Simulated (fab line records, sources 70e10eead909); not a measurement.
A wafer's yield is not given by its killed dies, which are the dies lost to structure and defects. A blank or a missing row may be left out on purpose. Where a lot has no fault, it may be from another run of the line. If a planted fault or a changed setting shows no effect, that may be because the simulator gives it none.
What tool caused it? | flow nand harc | 72 wafers from 24 lots sampled at 6 of the route's 1302 steps

## WHAT EACH GAUGE READ, for each wafer
The record lacks any reading of a measuring or inspecting step that a usual standard deviation could be used to judge.

## EACH LOT AND THE TOOL THAT RAN IT (in order: tool; ch and the chambers of the sampled wafers; start)
lot  | NHARC_A_CHANNEL_HOLE_D2_DEP_01  | NHARC_A_CHANNEL_HOLE_D2_ETCH_39               | NHARC_A_CHANNEL_FILL_D2_ALD_02   | NHARC_A_CHANNEL_FILL_D2_STRIP_29              | NHARC_A_STAIRCASE_ETCH_27                     | NHARC_A_STAIRCASE_STRIP_175
L074 | pecvd-01 ch 0,2, day 13 14:17   | rie diel-01 ch 1,2, day 13 22:40 or earlier   | ald hk-04 ch 0,1,3, day 13 22:40 | rie diel-12 ch 0,1, day 15 15:57              | rie diel-07 ch 0,2,3, day 16 03:02 or earlier | plasma asher-02 ch 0,1, day 16 03:02
L075 | pecvd-02 ch 0,1, day 14 04:04   | rie diel-02 ch 0,2, day 14 12:08 or earlier   | ald hk-02 ch 0,1,3, day 14 12:08 | rie diel-11 ch 0,2,3, day 16 20:52 or earlier | rie diel-10 ch 1,2,3, day 16 20:52 or earlier | plasma asher-02 ch 0,1, day 16 20:52
L076 | pecvd-04 ch 0,1,2, day 14 16:08 | rie diel-01 ch 0,1,2, day 15 00:01 or earlier | ald hk-04 ch 0,1,3, day 15 00:01 | rie diel-11 ch 2,3, day 17 10:18 or earlier   | rie diel-10 ch 1,2, day 17 10:18 or earlier   | plasma asher-01 ch 0,1, day 17 10:18
L078 | pecvd-04 ch 1,2, day 14 23:23   | rie diel-01 ch 2,3, day 15 07:32 or earlier   | ald hk-04 ch 0,1, day 15 07:32   | rie diel-12 ch 1,2, day 17 13:47 or earlier   | rie diel-07 ch 0,1,2, day 17 13:47 or earlier | plasma asher-01 ch 0,1, day 17 13:47
L077 | pecvd-01 ch 0,1,2, day 15 01:23 | rie diel-01 ch 1,2,3, day 15 11:47 or earlier | ald hk-02 ch 0,2,3, day 15 11:47 | rie diel-11 ch 1,2, day 17 17:40 or earlier   | rie diel-03 ch 0,1, day 17 17:40 or earlier   | plasma asher-02 ch 0,1, day 17 17:40
L079 | pecvd-04 ch 0,1,2, day 15 12:08 | rie diel-02 ch 0,1,2, day 15 20:17 or earlier | ald hk-04 ch 0,1,3, day 15 20:17 | rie diel-11 ch 1,2,3, day 18 03:06 or earlier | rie diel-10 ch 0,1, day 18 03:06 or earlier   | plasma asher-01 ch 1, day 18 03:06
L080 | pecvd-04 ch 0,1, day 15 19:53   | rie diel-01 ch 1,2,3, day 16 04:28 or earlier | ald hk-04 ch 0,1,2, day 16 04:28 | rie diel-11 ch 0,1, day 18 11:28 or earlier   | rie diel-03 ch 2,3, day 18 11:28 or earlier   | plasma asher-02 ch 0, day 18 11:28
L081 | pecvd-01 ch 0,1, day 16 07:46   | rie diel-01 ch 1,2, day 16 16:03 or earlier   | ald hk-02 ch 2,3, day 16 16:03   | rie diel-11 ch 1,2, day 19 00:59 or earlier   | rie diel-10 ch 0,1, day 19 00:59 or earlier   | plasma asher-01 ch 0,1, day 19 00:59
L082 | pecvd-04 ch 0,1, day 16 07:46   | rie diel-02 ch 1,2,3, day 16 16:02 or earlier | ald hk-01 ch 0,1,2, day 16 16:02 | rie diel-05 ch 0,2,3, day 19 01:40 or earlier | rie diel-03 ch 0,2,3, day 19 01:40 or earlier | plasma asher-01 ch 0,1, day 19 01:40
L084 | pecvd-01 ch 0,2, day 16 20:31   | rie diel-02 ch 0,1,2, day 17 06:40 or earlier | ald hk-02 ch 0,1,3, day 17 06:40 | rie diel-12 ch 0,1,3, day 19 12:22 or earlier | rie diel-10 ch 2,3, day 19 12:22 or earlier   | plasma asher-02 ch 0,1, day 19 12:22
L083 | pecvd-04 ch 1,2, day 16 22:25   | rie diel-06 ch 0,1,2, day 17 10:43 or earlier | ald hk-02 ch 0,3, day 17 10:43   | rie diel-12 ch 0,2,3, day 19 17:31 or earlier | rie diel-07 ch 1,2, day 19 17:31 or earlier   | plasma asher-01 ch 0,1, day 19 17:31
L087 | pecvd-02 ch 0,1,2, day 18 00:52 | rie diel-01 ch 2,3, day 18 08:49 or earlier   | ald hk-02 ch 0,2, day 18 08:49   | rie diel-12 ch 1,2, day 20 02:55              | rie diel-03 ch 0,1,3, day 20 17:59 or earlier | plasma asher-01 ch 0,1, day 20 17:59
L085 | pecvd-02 ch 0,1,2, day 18 01:41 | rie diel-02 ch 0,3, day 18 10:45 or earlier   | ald hk-02 ch 2,3, day 18 10:45   | rie diel-11 ch 0,1, day 20 17:52 or earlier   | rie diel-03 ch 0,2, day 20 17:52 or earlier   | plasma asher-02 ch 0,1, day 20 17:52
L086 | pecvd-01 ch 0,1,2, day 18 08:47 | rie diel-06 ch 0,1, day 18 16:44 or earlier   | ald hk-02 ch 0,1, day 18 16:44   | rie diel-11 ch 0,1,2, day 20 23:40 or earlier | rie diel-10 ch 0,2, day 20 23:40 or earlier   | plasma asher-01 ch 0,1, day 20 23:40
L088 | pecvd-04 ch 0,2, day 18 20:28   | rie diel-01 ch 0,1,3, day 19 04:58 or earlier | ald hk-02 ch 1,3, day 19 04:58   | rie diel-11 ch 0,2,3, day 21 11:49 or earlier | rie diel-07 ch 2,3, day 21 11:49 or earlier   | plasma asher-01 ch 0, day 21 11:49
L089 | pecvd-01 ch 1,2, day 18 20:38   | rie diel-02 ch 2,3, day 19 05:47 or earlier   | ald hk-02 ch 1,2,3, day 19 05:47 | rie diel-12 ch 0,2,3, day 21 12:11 or earlier | rie diel-03 ch 0,1,3, day 21 12:11 or earlier | plasma asher-02 ch 0,1, day 21 12:11
L090 | pecvd-01 ch 0,2, day 19 18:52   | rie diel-06 ch 0,3, day 20 03:05 or earlier   | ald hk-04 ch 0,1,3, day 20 03:05 | rie diel-12 ch 1,2,3, day 22 07:43 or earlier | rie diel-10 ch 1,3, day 22 07:43 or earlier   | plasma asher-02 ch 0,1, day 22 07:43
L092 | pecvd-02 ch 0,1, day 20 04:12   | rie diel-01 ch 1,2,3, day 20 12:13 or earlier | ald hk-04 ch 0,1,3, day 20 12:13 | rie diel-12 ch 0,1, day 22 20:41 or earlier   | rie diel-07 ch 0,1,2, day 22 20:41 or earlier | plasma asher-02 ch 0,1, day 22 20:41
L091 | pecvd-02 ch 0,2, day 20 04:34   | rie diel-06 ch 0,2,3, day 20 15:23 or earlier | ald hk-02 ch 0,1,2, day 20 15:23 | rie diel-11 ch 1,2,3, day 22 21:14 or earlier | rie diel-10 ch 0,2,3, day 22 21:14 or earlier | plasma asher-02 ch 0,1, day 22 21:14
L093 | pecvd-04 ch 0,2, day 21 10:09   | rie diel-01 ch 0,3, day 21 18:27 or earlier   | ald hk-01 ch 0,2,3, day 21 18:27 | rie diel-05 ch 0,3, day 24 01:35 or earlier   | rie diel-07 ch 0,1,3, day 24 01:35 or earlier | plasma asher-02 ch 0,1, day 24 01:35
L094 | pecvd-04 ch 0,1,2, day 21 18:55 | rie diel-01 ch 0,2, day 22 04:30 or earlier   | ald hk-04 ch 0,1, day 22 04:30   | rie diel-11 ch 0,2,3, day 24 10:26 or earlier | rie diel-07 ch 1,2,3, day 24 10:26 or earlier | plasma asher-01 ch 0,1, day 24 10:26
L095 | pecvd-04 ch 0,1,2, day 21 20:51 | rie diel-01 ch 0,2,3, day 22 05:31 or earlier | ald hk-04 ch 0,2,3, day 22 05:31 | rie diel-11 ch 0,1,3, day 24 13:59 or earlier | rie diel-03 ch 0,3, day 24 13:59 or earlier   | plasma asher-02 ch 0,1, day 24 13:59
L096 | pecvd-02 ch 0,1,2, day 22 04:28 | rie diel-02 ch 1,2,3, day 22 12:26 or earlier | ald hk-04 ch 1,3, day 22 12:26   | rie diel-12 ch 0,2, day 24 18:52 or earlier   | rie diel-07 ch 1,2,3, day 24 18:52 or earlier | plasma asher-01 ch 0,1, day 24 18:52
L097 | pecvd-02 ch 0,1,2, day 22 06:11 | rie diel-02 ch 0,1,2, day 22 20:55 or earlier | ald hk-01 ch 0,2,3, day 22 20:55 | rie diel-12 ch 0,2, day 25 03:12 or earlier   | rie diel-10 ch 1,3, day 25 03:12 or earlier   | plasma asher-01 ch 1, day 25 03:12
- NHARC_A_CHANNEL_HOLE_D2_DEP_01: deposits SiON, target thk 140 nm.
- NHARC_A_CHANNEL_HOLE_D2_ETCH_39: etches the open film in N2/H2, target depth 260 nm, time 325 s.
- NHARC_A_CHANNEL_FILL_D2_ALD_02: deposits SiO2, target thk 6 nm, pulse time 10 s, ald cycles 60.
- NHARC_A_CHANNEL_FILL_D2_STRIP_29: strips in O2, time 20 s.
- NHARC_A_STAIRCASE_ETCH_27: etches the open film in C4F8/O2, target depth 100 nm, time 40.5 s.
- NHARC_A_STAIRCASE_STRIP_175: strips in O2.

## WHAT THE TOOLS THEMSELVES READ (means of the sampled wafers that have a number; where no wafer has one, the mark that the record gives instead)
NHARC_A_CHANNEL_HOLE_D2_DEP_01. Usual: chamber pressure Torr 3.500 Torr, standard deviation 0.0071; heater power w 790 W, standard deviation 110.
lot  | tool     | chamber pressure Torr (Torr) | heater power w (W) | flag
L074 | pecvd-01 | 3.496                        | 660                |
L075 | pecvd-02 | 3.499                        | 805                |
L076 | pecvd-04 | 3.503                        | 825                |
L078 | pecvd-04 | 3.505                        | 772                |
L077 | pecvd-01 | 3.502                        | 735                |
L079 | pecvd-04 | 3.506                        | 776                |
L080 | pecvd-04 | 3.502                        | 745                |
L081 | pecvd-01 | 3.505                        | 717                |
L082 | pecvd-04 | 3.502                        | 751                |
L084 | pecvd-01 | 3.503                        | 648                |
L083 | pecvd-04 | 3.493                        | 750                |
L087 | pecvd-02 | 3.497                        | 874                |
L085 | pecvd-02 | 3.496                        | 871                |
L086 | pecvd-01 | 3.506                        | 692                |
L088 | pecvd-04 | 3.506                        | 883                |
L089 | pecvd-01 | 3.493                        | 675                |
L090 | pecvd-01 | 3.497                        | 719                |
L092 | pecvd-02 | 3.501                        | 763                |
L091 | pecvd-02 | 3.498                        | 768                |
L093 | pecvd-04 | 3.509                        | 885                |
L094 | pecvd-04 | 3.502                        | 793                |
L095 | pecvd-04 | 3.496                        | 764                |
L096 | pecvd-02 | 3.499                        | 859                |
L097 | pecvd-02 | 3.501                        | 882                |

NHARC_A_CHANNEL_HOLE_D2_ETCH_39. Usual: drypump motor current A 5.9 A, standard deviation 0.42; h2 flow sccm 150.0 sccm, standard deviation 0.45; oes product au 0.999 a.u., standard deviation 0.0085; rf vpp V 430.7 V, standard deviation 2.4; showerhead plenum p Torr 2.04 Torr, standard deviation 0.083; throttle valve pct 14.170 %, standard deviation 0.0088.
lot  | tool        | drypump motor current A (A) | h2 flow sccm (sccm) | oes product au (a.u.) | rf vpp V (V) | showerhead plenum p Torr (Torr) | throttle valve pct (%) | flag
L074 | rie diel-01 | 5.5                         | 149.8               | 1.010                 | 431.4        | 2.02                            | 14.167                 |
L075 | rie diel-02 | 5.9                         | 149.9               | 0.995                 | 429.5        | 2.03                            | 14.162                 |
L076 | rie diel-01 | 5.8                         | 150.0               | 1.002                 | 431.0        | 2.06                            | 14.166                 |
L078 | rie diel-01 | 6.1                         | 149.8               | 0.993                 | 429.5        | 2.00                            | 14.168                 |
L077 | rie diel-01 | 5.8                         | 149.9               | 1.002                 | 429.4        | 2.00                            | 14.176                 |
L079 | rie diel-02 | 5.8                         | 150.2               | 1.002                 | 431.8        | 2.08                            | 14.172                 |
L080 | rie diel-01 | 5.8                         | 149.6               | 0.998                 | 429.6        | 2.00                            | 14.172                 |
L081 | rie diel-01 | 5.4                         | 149.9               | 1.001                 | 429.0        | 2.02                            | 14.168                 |
L082 | rie diel-02 | 5.8                         | 149.8               | 0.995                 | 430.7        | 2.05                            | 14.167                 |
L084 | rie diel-02 | 5.8                         | 150.6               | 0.994                 | 431.7        | 2.08                            | 14.166                 |
L083 | rie diel-06 | 6.1                         | 149.8               | 1.002                 | 428.5        | 1.95                            | 14.169                 |
L087 | rie diel-01 | 5.8                         | 150.5               | 0.990                 | 430.4        | 2.02                            | 14.177                 |
L085 | rie diel-02 | 5.8                         | 149.6               | 1.007                 | 433.3        | 2.13                            | 14.170                 |
L086 | rie diel-06 | 6.4                         | 149.9               | 0.992                 | 427.1        | 1.92                            | 14.171                 |
L088 | rie diel-01 | 6.1                         | 150.2               | 1.003                 | 430.4        | 2.04                            | 14.172                 |
L089 | rie diel-02 | 5.9                         | 150.2               | 1.004                 | 429.8        | 1.99                            | 14.171                 |
L090 | rie diel-06 | 6.2                         | 149.6               | 0.997                 | 428.7        | 1.97                            | 14.166                 |
L092 | rie diel-01 | 5.8                         | 150.0               | 0.999                 | 429.4        | 2.00                            | 14.168                 |
L091 | rie diel-06 | 6.0                         | 149.9               | 1.008                 | 430.1        | 2.00                            | 14.175                 |
L093 | rie diel-01 | 6.4                         | 150.0               | 0.996                 | 433.1        | 2.11                            | 14.171                 |
L094 | rie diel-01 | 5.7                         | 149.9               | 0.994                 | 431.7        | 2.09                            | 14.171                 |
L095 | rie diel-01 | 6.1                         | 150.3               | 0.995                 | 430.5        | 2.07                            | 14.172                 |
L096 | rie diel-02 | 5.8                         | 149.7               | 0.995                 | 430.8        | 2.05                            | 14.173                 |
L097 | rie diel-02 | 5.7                         | 149.8               | 0.999                 | 432.1        | 2.07                            | 14.173                 |

NHARC_A_CHANNEL_FILL_D2_ALD_02. Usual: heater power w 461 W, standard deviation 57; precursor pulse height rel 1.000, standard deviation 0.02.
lot  | tool      | heater power w (W) | precursor pulse height rel | flag
L074 | ald hk-04 | 488                | 0.995                      |
L075 | ald hk-02 | 450                | 1.031                      |
L076 | ald hk-04 | 483                | 0.997                      |
L078 | ald hk-04 | 521                | 1.001                      |
L077 | ald hk-02 | 425                | 1.005                      |
L079 | ald hk-04 | 480                | 0.988                      |
L080 | ald hk-04 | 513                | 1.007                      |
L081 | ald hk-02 | 415                | 0.986                      |
L082 | ald hk-01 | 410                | 0.989                      |
L084 | ald hk-02 | 475                | 0.999                      |
L083 | ald hk-02 | 433                | 0.994                      |
L087 | ald hk-02 | 399                | 1.002                      |
L085 | ald hk-02 | 428                | 0.990                      |
L086 | ald hk-02 | 489                | 1.016                      |
L088 | ald hk-02 | 513                | 0.993                      |
L089 | ald hk-02 | 472                | 1.007                      |
L090 | ald hk-04 | 481                | 0.990                      |
L092 | ald hk-04 | 475                | 1.005                      |
L091 | ald hk-02 | 447                | 1.026                      |
L093 | ald hk-01 | 407                | 0.995                      |
L094 | ald hk-04 | 520                | 0.994                      |
L095 | ald hk-04 | 504                | 1.004                      |
L096 | ald hk-04 | 452                | 0.997                      |
L097 | ald hk-01 | 402                | 1.012                      |

NHARC_A_CHANNEL_FILL_D2_STRIP_29. Usual: drypump motor current A 5.8 A, standard deviation 0.43; oes product au 0.997 a.u., standard deviation 0.0084; rf vpp V 57.5 V, standard deviation 0.88; showerhead plenum p Torr 3.43 Torr, standard deviation 0.086; throttle valve pct 17.037 %, standard deviation 0.0096.
lot  | tool        | drypump motor current A (A) | oes product au (a.u.) | rf vpp V (V) | showerhead plenum p Torr (Torr) | throttle valve pct (%) | flag
L074 | rie diel-12 | 5.3                         | 0.994                 | 57.9         | 3.47                            | 17.029                 |
L075 | rie diel-11 | 6.2                         | 0.996                 | 57.8         | 3.46                            | 17.035                 |
L076 | rie diel-11 | 6.2                         | 0.999                 | 57.4         | 3.49                            | 17.042                 |
L078 | rie diel-12 | 5.2                         | 0.998                 | 57.8         | 3.31                            | 17.034                 |
L077 | rie diel-11 | 5.9                         | 0.989                 | 57.6         | 3.46                            | 17.043                 |
L079 | rie diel-11 | 6.1                         | 0.993                 | 57.4         | 3.47                            | 17.044                 |
L080 | rie diel-11 | 6.0                         | 0.991                 | 57.5         | 3.45                            | 17.040                 |
L081 | rie diel-11 | 6.0                         | 0.987                 | 57.9         | 3.46                            | 17.034                 |
L082 | rie diel-05 | 5.4                         | 0.999                 | 57.4         | 3.47                            | 17.048                 |
L084 | rie diel-12 | 5.5                         | 0.989                 | 57.0         | 3.39                            | 17.023                 |
L083 | rie diel-12 | 5.7                         | 0.988                 | 58.1         | 3.40                            | 17.029                 |
L087 | rie diel-12 | 5.5                         | 1.003                 | 57.2         | 3.32                            | 17.033                 |
L085 | rie diel-11 | 6.1                         | 1.001                 | 56.7         | 3.44                            | 17.037                 |
L086 | rie diel-11 | 6.1                         | 0.996                 | 57.3         | 3.45                            | 17.035                 |
L088 | rie diel-11 | 6.2                         | 0.998                 | 57.4         | 3.46                            | 17.042                 |
L089 | rie diel-12 | 5.7                         | 0.994                 | 57.4         | 3.40                            | 17.034                 |
L090 | rie diel-12 | 5.5                         | 0.997                 | 56.8         | 3.32                            | 17.029                 |
L092 | rie diel-12 | 5.2                         | 1.001                 | 57.2         | 3.39                            | 17.038                 |
L091 | rie diel-11 | 6.1                         | 1.004                 | 57.2         | 3.47                            | 17.039                 |
L093 | rie diel-05 | 5.1                         | 1.012                 | 57.5         | 3.42                            | 17.026                 |
L094 | rie diel-11 | 6.2                         | 1.001                 | 57.6         | 3.45                            | 17.035                 |
L095 | rie diel-11 | 6.1                         | 0.998                 | 57.8         | 3.46                            | 17.034                 |
L096 | rie diel-12 | 5.6                         | 0.997                 | 56.6         | 3.40                            | 17.031                 |
L097 | rie diel-12 | 5.6                         | 0.999                 | 57.4         | 3.40                            | 17.036                 |

NHARC_A_STAIRCASE_ETCH_27. Usual: oes product au 0.945 a.u., standard deviation 0.01; rf vpp V 895 V, standard deviation 5.8.
lot  | tool        | oes product au (a.u.) | rf vpp V (V) | flag
L074 | rie diel-07 | 0.941                 | 894          |
L075 | rie diel-10 | 0.947                 | 897          |
L076 | rie diel-10 | 0.935                 | 900          |
L078 | rie diel-07 | 0.937                 | 892          |
L077 | rie diel-03 | 0.955                 | 891          |
L079 | rie diel-10 | 0.950                 | 892          |
L080 | rie diel-03 | 0.930                 | 894          |
L081 | rie diel-10 | 0.960                 | 892          |
L082 | rie diel-03 | 0.946                 | 894          |
L084 | rie diel-10 | 0.945                 | 900          |
L083 | rie diel-07 | 0.942                 | 892          |
L087 | rie diel-03 | 0.946                 | 896          |
L085 | rie diel-03 | 0.936                 | 898          |
L086 | rie diel-10 | 0.931                 | 901          |
L088 | rie diel-07 | 0.958                 | 897          |
L089 | rie diel-03 | 0.946                 | 895          |
L090 | rie diel-10 | 0.932                 | 893          |
L092 | rie diel-07 | 0.944                 | 891          |
L091 | rie diel-10 | 0.940                 | 899          |
L093 | rie diel-07 | 0.955                 | 896          |
L094 | rie diel-07 | 0.951                 | 894          |
L095 | rie diel-03 | 0.952                 | 890          |
L096 | rie diel-07 | 0.953                 | 895          |
L097 | rie diel-10 | 0.938                 | 894          |

NHARC_A_STAIRCASE_STRIP_175. Usual: drypump motor current A 6.2 A, standard deviation 0.48; heater power w 327 W, standard deviation 27.
lot  | tool            | drypump motor current A (A) | heater power w (W) | flag
L074 | plasma asher-02 | 6.2                         | 329                |
L075 | plasma asher-02 | 5.8                         | 349                |
L076 | plasma asher-01 | 6.3                         | 311                |
L078 | plasma asher-01 | 6.3                         | 329                |
L077 | plasma asher-02 | 6.2                         | 335                |
L079 | plasma asher-01 | 6.2                         | 292                |
L080 | plasma asher-02 | 6.6                         | 317                |
L081 | plasma asher-01 | 6.3                         | 328                |
L082 | plasma asher-01 | 6.3                         | 328                |
L084 | plasma asher-02 | 6.2                         | 322                |
L083 | plasma asher-01 | 6.3                         | 312                |
L087 | plasma asher-01 | 6.4                         | 312                |
L085 | plasma asher-02 | 5.8                         | 345                |
L086 | plasma asher-01 | 6.4                         | 330                |
L088 | plasma asher-01 | 6.4                         | 344                |
L089 | plasma asher-02 | 6.2                         | 323                |
L090 | plasma asher-02 | 6.2                         | 324                |
L092 | plasma asher-02 | 6.2                         | 329                |
L091 | plasma asher-02 | 6.2                         | 321                |
L093 | plasma asher-02 | 5.8                         | 342                |
L094 | plasma asher-01 | 6.4                         | 318                |
L095 | plasma asher-02 | 5.8                         | 337                |
L096 | plasma asher-01 | 6.3                         | 307                |
L097 | plasma asher-01 | 6.3                         | 291                |

## THE ANSWER, worked out from the rows above alone
Rule: a lot is off if the mean of its wafers that have a number lies more than 3 standard deviations from the usual mean. A lot without any number at a reading at which 4 lots or more have one is off too. The other lots that the step has rows for count as sound. First the gauges in route order, then the tools' own readings, where a lot's mean is used as printed above. The first step at which some lot is off is used, and at that step the reading that is off furthest; a lot without a number counts as furthest.
None of the lots is off at any reading shown; this tells nothing.

## WHAT THE SIMULATOR HAD INSERTED
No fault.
